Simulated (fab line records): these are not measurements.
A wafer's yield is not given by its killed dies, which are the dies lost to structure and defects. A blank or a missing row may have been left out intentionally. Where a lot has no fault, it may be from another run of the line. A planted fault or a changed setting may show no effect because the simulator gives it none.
Which tool was responsible? / flow n5Finfet / 9 lots, 27 wafers sampled, at 5 steps of a route of 1938

== WHAT THE GAUGES SHOWED, per wafer ==
N5_SDB_INSPECT_13: inspects for defects (brightfield). Usual: 65 for rawDefectCount, sd 28.
lot=L373; measured=day 4 17:55; on=defectInspect-01; rawDefectCount=83 92 98; flag=
lot=L374; measured=day 5 01:17; on=defectInspect-01; rawDefectCount=85 60 56; flag=
lot=L385; measured=day 7 17:09; on=defectInspect-01; rawDefectCount=54 41 43; flag=
lot=L386; measured=day 8 03:13; on=defectInspect-01; rawDefectCount=91 115 48; flag=
lot=L387; measured=day 8 04:43; on=defectInspect-01; rawDefectCount=43 46 55; flag=
lot=L388; measured=day 8 13:29; on=defectInspect-02; rawDefectCount=55 44 40; flag=
lot=L389; measured=day 8 22:36; on=defectInspect-02; rawDefectCount=84 63 126; flag=
lot=L391; measured=day 9 05:28; on=defectInspect-01; rawDefectCount=53 51 42; flag=
lot=L392; measured=day 9 09:49; on=defectInspect-01; rawDefectCount=50 36 71; flag=

N5_BEOL_M4_RC_MEAS_101. Usual: DIBL_N 36.8 mV/V, standard deviation 1.5; DIBL_P 37.1 mV/V, standard deviation 2.1; IOFF_N 0.168 nA/um, standard deviation 0.03; IOFF_P 0.22 nA/um, standard deviation 0.034; ION_N 679 uA/um, standard deviation 12; ION_P 466 uA/um, standard deviation 8; SS_N 71.7 mV/dec, standard deviation 0.58; SS_P 73.5 mV/dec, standard deviation 0.67; VT_N 248.8 mV, standard deviation 2.7; VT_P -250 mV, standard deviation 3.3.
lot=L373; measured=day 8 11:34; on=prober-02; DIBL_N (mV/V)=36.2 38.7 36.0; DIBL_P (mV/V)=37.2 40.5 37.8; IOFF_N (nA/um)=0.162 0.200 0.152; IOFF_P (nA/um)=0.21 0.27 0.23; ION_N (uA/um)=676 687 679; ION_P (uA/um)=468 468 468; SS_N (mV/dec)=71.7 72.6 71.0; SS_P (mV/dec)=72.6 74.0 72.7; VT_N (mV)=247.5 246.2 251.6; VT_P (mV)=-253 -247 -246; flag=
lot=L374; measured=day 8 17:46; on=prober-01; DIBL_N (mV/V)=37.5 39.2 34.7; DIBL_P (mV/V)=38.1 37.7 33.1; IOFF_N (nA/um)=0.183 0.213 0.126; IOFF_P (nA/um)=0.26 0.24 0.17; ION_N (uA/um)=678 680 667; ION_P (uA/um)=467 460 458; SS_N (mV/dec)=72.6 72.9 71.5; SS_P (mV/dec)=74.1 73.9 73.1; VT_N (mV)=247.9 248.0 252.7; VT_P (mV)=-246 -247 -252; flag=
lot=L385; measured=day 11 22:59; on=prober-01; DIBL_N (mV/V)=37.2 38.1 35.6; DIBL_P (mV/V)=37.4 38.0 35.5; IOFF_N (nA/um)=0.178 0.182 0.146; IOFF_P (nA/um)=0.23 0.25 0.20; ION_N (uA/um)=690 689 683; ION_P (uA/um)=467 470 468; SS_N (mV/dec)=71.8 71.6 70.7; SS_P (mV/dec)=72.4 73.9 72.7; VT_N (mV)=245.2 247.6 251.3; VT_P (mV)=-249 -247 -249; flag=
lot=L386; measured=day 12 05:23; on=prober-01; DIBL_N (mV/V)=35.7 33.8 37.9; DIBL_P (mV/V)=36.8 33.9 39.5; IOFF_N (nA/um)=0.139 0.118 0.169; IOFF_P (nA/um)=0.22 0.17 0.27; ION_N (uA/um)=681 674 676; ION_P (uA/um)=472 468 471; SS_N (mV/dec)=71.1 70.9 71.7; SS_P (mV/dec)=73.4 72.4 73.9; VT_N (mV)=252.4 253.6 244.6; VT_P (mV)=-251 -252 -246; flag=
lot=L387; measured=day 12 04:27; on=prober-01; DIBL_N (mV/V)=38.4 37.9 37.8; DIBL_P (mV/V)=38.2 37.6 38.1; IOFF_N (nA/um)=0.189 0.169 0.193; IOFF_P (nA/um)=0.24 0.24 0.25; ION_N (uA/um)=696 677 708; ION_P (uA/um)=480 464 484; SS_N (mV/dec)=72.0 71.6 72.4; SS_P (mV/dec)=73.4 73.5 74.2; VT_N (mV)=246.2 245.0 243.7; VT_P (mV)=-250 -249 -245; flag=
lot=L388; measured=day 12 11:42; on=prober-01; DIBL_N (mV/V)=36.0 36.6 33.2; DIBL_P (mV/V)=37.5 37.5 33.1; IOFF_N (nA/um)=0.143 0.163 0.102; IOFF_P (nA/um)=0.21 0.20 0.15; ION_N (uA/um)=670 677 651; ION_P (uA/um)=462 460 451; SS_N (mV/dec)=72.4 72.0 71.3; SS_P (mV/dec)=74.4 73.6 72.1; VT_N (mV)=250.8 247.4 255.1; VT_P (mV)=-251 -251 -254; flag=
lot=L389; measured=day 13 06:37; on=prober-02; DIBL_N (mV/V)=38.9 36.8 38.6; DIBL_P (mV/V)=37.8 35.5 36.7; IOFF_N (nA/um)=0.177 0.135 0.174; IOFF_P (nA/um)=0.19 0.17 0.18; ION_N (uA/um)=678 675 683; ION_P (uA/um)=460 459 462; SS_N (mV/dec)=72.3 70.8 72.4; SS_P (mV/dec)=73.9 73.3 73.7; VT_N (mV)=247.2 254.0 249.3; VT_P (mV)=-256 -256 -257; flag=
lot=L391; measured=day 13 08:35; on=prober-02; DIBL_N (mV/V)=33.4 34.7 36.5; DIBL_P (mV/V)=33.0 34.8 36.2; IOFF_N (nA/um)=0.126 0.147 0.164; IOFF_P (nA/um)=0.19 0.22 0.26; ION_N (uA/um)=679 681 678; ION_P (uA/um)=469 472 474; SS_N (mV/dec)=71.3 71.5 72.4; SS_P (mV/dec)=72.9 73.4 73.0; VT_N (mV)=252.8 252.4 248.7; VT_P (mV)=-251 -247 -246; flag=
lot=L392; measured=day 14 02:40; on=prober-01; DIBL_N (mV/V)=37.7 38.0 35.4; DIBL_P (mV/V)=38.6 37.2 34.7; IOFF_N (nA/um)=0.167 0.171 0.135; IOFF_P (nA/um)=0.25 0.22 0.18; ION_N (uA/um)=676 680 667; ION_P (uA/um)=467 469 455; SS_N (mV/dec)=71.3 71.0 71.3; SS_P (mV/dec)=73.1 72.6 72.9; VT_N (mV)=249.5 249.2 252.4; VT_P (mV)=-246 -248 -251; flag=

== TOOL THAT RAN EACH LOT (tool first, then ch and the chambers of the sampled wafers, then the start) ==
lot=L373; N5_SDB_STRIP_21=rieDiel-01 ch 0,1, day 4 18:55; N5_DUMMY_REMOVAL_STRIP_10=rieDiel-03 ch 0,1, day 4 23:02; N5_DUMMY_REMOVAL_PRECLEAN_08=remotePlasma-01 ch 1, day 4 23:15
lot=L374; N5_SDB_STRIP_21=rieDiel-06 ch 0,2,3, day 5 01:44; N5_DUMMY_REMOVAL_STRIP_10=rieDiel-04 ch 0,2,3, day 5 05:30; N5_DUMMY_REMOVAL_PRECLEAN_08=remotePlasma-01 ch 0, day 5 05:42
lot=L385; N5_SDB_STRIP_21=rieDiel-01 ch 0,1, day 7 17:29; N5_DUMMY_REMOVAL_STRIP_10=rieDiel-05 ch 0,1,3, day 7 21:17; N5_DUMMY_REMOVAL_PRECLEAN_08=remotePlasma-01 ch 0, day 7 21:31
lot=L386; N5_SDB_STRIP_21=rieDiel-06 ch 1,2, day 8 03:27; N5_DUMMY_REMOVAL_STRIP_10=rieDiel-05 ch 0,1,3, day 8 07:10; N5_DUMMY_REMOVAL_PRECLEAN_08=remotePlasma-02 ch 1, day 8 07:22
lot=L387; N5_SDB_STRIP_21=rieDiel-06 ch 0,1, day 8 05:04; N5_DUMMY_REMOVAL_STRIP_10=rieDiel-05 ch 1,2,3, day 8 08:55; N5_DUMMY_REMOVAL_PRECLEAN_08=remotePlasma-01 ch 0, day 8 09:06
lot=L388; N5_SDB_STRIP_21=rieDiel-06 ch 0,2,3, day 8 14:14; N5_DUMMY_REMOVAL_STRIP_10=rieDiel-03 ch 0,1,2, day 8 18:14; N5_DUMMY_REMOVAL_PRECLEAN_08=remotePlasma-02 ch 1, day 8 18:26
lot=L389; N5_SDB_STRIP_21=rieDiel-06 ch 1,2,3, day 8 22:51; N5_DUMMY_REMOVAL_STRIP_10=rieDiel-05 ch 0,1,3, day 9 02:35; N5_DUMMY_REMOVAL_PRECLEAN_08=remotePlasma-01 ch 0, day 9 02:49
lot=L391; N5_SDB_STRIP_21=rieDiel-01 ch 0,2,3, day 9 05:51; N5_DUMMY_REMOVAL_STRIP_10=rieDiel-05 ch 0,1, day 9 09:35; N5_DUMMY_REMOVAL_PRECLEAN_08=remotePlasma-02 ch 1, day 9 09:47
lot=L392; N5_SDB_STRIP_21=rieDiel-01 ch 0,1,2, day 9 10:29; N5_DUMMY_REMOVAL_STRIP_10=rieDiel-04 ch 0,1,3, day 9 15:12; N5_DUMMY_REMOVAL_PRECLEAN_08=remotePlasma-01 ch 1, day 9 15:28
- N5_SDB_STRIP_21: strips in CF4.
- N5_DUMMY_REMOVAL_STRIP_10: strips in N2/H2, time 40 s.
- N5_DUMMY_REMOVAL_PRECLEAN_08: cleans in NF3:NH3, afs cycles 2, time 20 s, sublimation time 60 s.

== WHAT THE TOOLS THEMSELVES READ (means of the sampled wafers that have a number; where no wafer has one, the mark that the record gives instead) ==
N5_SDB_STRIP_21. Usual: drypumpMotorCurrentA 5.6 A, standard deviation 0.47; oesProductAu 0.79 a.u., standard deviation 0.085; rfVppV 271.2 V, standard deviation 1.5; showerheadPlenumPTorr 1.79 Torr, standard deviation 0.06; throttleValvePct 13.58 %, standard deviation 0.25.
lot=L373; tool=rieDiel-01; drypumpMotorCurrentA (A)=4.9; oesProductAu (a.u.)=0.75; rfVppV (V)=270.0; showerheadPlenumPTorr (Torr)=1.74; throttleValvePct (%)=13.75; flag=
lot=L374; tool=rieDiel-06; drypumpMotorCurrentA (A)=5.6; oesProductAu (a.u.)=0.80; rfVppV (V)=272.3; showerheadPlenumPTorr (Torr)=1.82; throttleValvePct (%)=13.53; flag=
lot=L385; tool=rieDiel-01; drypumpMotorCurrentA (A)=4.9; oesProductAu (a.u.)=0.73; rfVppV (V)=269.9; showerheadPlenumPTorr (Torr)=1.73; throttleValvePct (%)=13.81; flag=
lot=L386; tool=rieDiel-06; drypumpMotorCurrentA (A)=5.8; oesProductAu (a.u.)=0.77; rfVppV (V)=271.9; showerheadPlenumPTorr (Torr)=1.81; throttleValvePct (%)=13.73; flag=
lot=L387; tool=rieDiel-06; drypumpMotorCurrentA (A)=6.1; oesProductAu (a.u.)=0.89; rfVppV (V)=271.0; showerheadPlenumPTorr (Torr)=1.81; throttleValvePct (%)=13.32; flag=
lot=L388; tool=rieDiel-06; drypumpMotorCurrentA (A)=5.6; oesProductAu (a.u.)=0.77; rfVppV (V)=271.6; showerheadPlenumPTorr (Torr)=1.81; throttleValvePct (%)=13.62; flag=
lot=L389; tool=rieDiel-06; drypumpMotorCurrentA (A)=5.8; oesProductAu (a.u.)=0.79; rfVppV (V)=270.4; showerheadPlenumPTorr (Torr)=1.78; throttleValvePct (%)=13.62; flag=
lot=L391; tool=rieDiel-01; drypumpMotorCurrentA (A)=5.4; oesProductAu (a.u.)=0.83; rfVppV (V)=270.7; showerheadPlenumPTorr (Torr)=1.79; throttleValvePct (%)=13.44; flag=
lot=L392; tool=rieDiel-01; drypumpMotorCurrentA (A)=5.3; oesProductAu (a.u.)=0.78; rfVppV (V)=270.6; showerheadPlenumPTorr (Torr)=1.78; throttleValvePct (%)=13.66; flag=

N5_DUMMY_REMOVAL_STRIP_10. Usual: drypumpMotorCurrentA 5.85 A, standard deviation 0.23; oesProductAu 0.76 a.u., standard deviation 0.072; rfVppV 45.3 V, standard deviation 0.88; showerheadPlenumPTorr 3.34 Torr, standard deviation 0.11; throttleValvePct 12.34 %, standard deviation 0.19.
lot=L373; tool=rieDiel-03; drypumpMotorCurrentA (A)=6.07; oesProductAu (a.u.)=0.76; rfVppV (V)=45.8; showerheadPlenumPTorr (Torr)=3.33; throttleValvePct (%)=12.47; flag=
lot=L374; tool=rieDiel-04; drypumpMotorCurrentA (A)=5.81; oesProductAu (a.u.)=0.74; rfVppV (V)=45.2; showerheadPlenumPTorr (Torr)=3.27; throttleValvePct (%)=12.31; flag=
lot=L385; tool=rieDiel-05; drypumpMotorCurrentA (A)=5.84; oesProductAu (a.u.)=0.70; rfVppV (V)=45.6; showerheadPlenumPTorr (Torr)=3.30; throttleValvePct (%)=12.46; flag=
lot=L386; tool=rieDiel-05; drypumpMotorCurrentA (A)=5.84; oesProductAu (a.u.)=0.71; rfVppV (V)=45.6; showerheadPlenumPTorr (Torr)=3.30; throttleValvePct (%)=12.47; flag=
lot=L387; tool=rieDiel-05; drypumpMotorCurrentA (A)=5.84; oesProductAu (a.u.)=0.77; rfVppV (V)=45.1; showerheadPlenumPTorr (Torr)=3.38; throttleValvePct (%)=12.32; flag=
lot=L388; tool=rieDiel-03; drypumpMotorCurrentA (A)=5.88; oesProductAu (a.u.)=0.74; rfVppV (V)=44.8; showerheadPlenumPTorr (Torr)=3.37; throttleValvePct (%)=12.45; flag=
lot=L389; tool=rieDiel-05; drypumpMotorCurrentA (A)=5.84; oesProductAu (a.u.)=0.70; rfVppV (V)=44.4; showerheadPlenumPTorr (Torr)=3.30; throttleValvePct (%)=12.48; flag=
lot=L391; tool=rieDiel-05; drypumpMotorCurrentA (A)=5.78; oesProductAu (a.u.)=0.68; rfVppV (V)=44.8; showerheadPlenumPTorr (Torr)=3.33; throttleValvePct (%)=12.60; flag=
lot=L392; tool=rieDiel-04; drypumpMotorCurrentA (A)=5.95; oesProductAu (a.u.)=0.78; rfVppV (V)=44.4; showerheadPlenumPTorr (Torr)=3.29; throttleValvePct (%)=12.28; flag=

N5_DUMMY_REMOVAL_PRECLEAN_08. Usual: 30.01 W for rfPowerW, sd 0.092.
lot=L373; tool=remotePlasma-01; rfPowerW (W)=30.04; flag=
lot=L374; tool=remotePlasma-01; rfPowerW (W)=30.03; flag=
lot=L385; tool=remotePlasma-01; rfPowerW (W)=30.05; flag=
lot=L386; tool=remotePlasma-02; rfPowerW (W)=29.98; flag=
lot=L387; tool=remotePlasma-01; rfPowerW (W)=30.02; flag=
lot=L388; tool=remotePlasma-02; rfPowerW (W)=30.02; flag=
lot=L389; tool=remotePlasma-01; rfPowerW (W)=29.99; flag=
lot=L391; tool=remotePlasma-02; rfPowerW (W)=30.03; flag=
lot=L392; tool=remotePlasma-01; rfPowerW (W)=30.18; flag=

== THE ANSWER, worked out from the rows above alone ==
Rule: a lot is off if the mean of its wafers that have a number lies more than 3 standard deviations from the usual mean. A lot without any number at a reading at which 4 lots or more have one is off too. All remaining lots with rows at the step are treated as sound. The gauges are gone through in route order, then the tools' own readings, and for those a lot's mean is taken as printed above. At the first step where some lot is off, the reading lying furthest off is the one used; lots without a number count as furthest.
None of the lots is off at any reading shown; this tells nothing.

== WHAT THE SIMULATOR HAD PUT IN ==
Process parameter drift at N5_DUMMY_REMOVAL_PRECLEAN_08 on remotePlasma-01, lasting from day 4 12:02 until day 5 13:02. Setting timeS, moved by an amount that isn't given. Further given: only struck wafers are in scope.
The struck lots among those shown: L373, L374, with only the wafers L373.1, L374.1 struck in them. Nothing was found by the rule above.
